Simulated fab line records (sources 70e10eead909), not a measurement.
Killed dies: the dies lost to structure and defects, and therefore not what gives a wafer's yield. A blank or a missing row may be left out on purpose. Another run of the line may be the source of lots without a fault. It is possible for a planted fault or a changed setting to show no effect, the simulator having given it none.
Chamber matching	flow nand_harc	NHARC_A_WL_FILL_ALD_02 on ald_metal-03 has 4 sister chambers
The step deposits TiN, target thk 2 nm, pulse time 3 s, ald cycles 100. 4 wafers are shown with their chamber, then 7 later ones without.

== WAFERS, EACH WITH ITS CHAMBER ==
wafer	chamber	heater_power_w (W)
L078.6	2	1242
L083.2	1	1320
L089.2	0	1456
L089.4	3	1164

== WAFERS MISSING THEIR CHAMBER ==
wafer	heater_power_w (W)
L089.5	1134
L091.2	1260
L091.3	1132
L091.6	1274
L092.1	1154
L092.3	1283
L092.5	1177

== WHICH CHAMBER EACH ONE RAN IN ==
wafer	from the rows above	in truth
L089.5	3	3
L091.2	can't be placed: 2 or 1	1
L091.3	3	3
L091.6	can't be placed: 2 or 1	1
L092.1	3	3
L092.3	can't be placed: 1 or 2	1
L092.5	can't be placed: 3 or 2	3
Placed correctly: 3 of 7. Cannot be placed on the basis of these rows: 4; the candidates contain the true chamber in 4. 0 placed wrongly.
How it was worked out, from the rows above alone: a wafer's distance from a chamber is the root of the sum, over the readings, of the square of ((its reading less the chamber's mean) divided by the reading's scatter). The wafer belongs to the nearest chamber; if the next one is less than 2 further off, it can't be placed. A chamber's mean is the mean of its shown wafers. The scatter: with one shown wafer a chamber, the root of the mean of the squares of how far each hidden wafer lies from its nearest shown one.
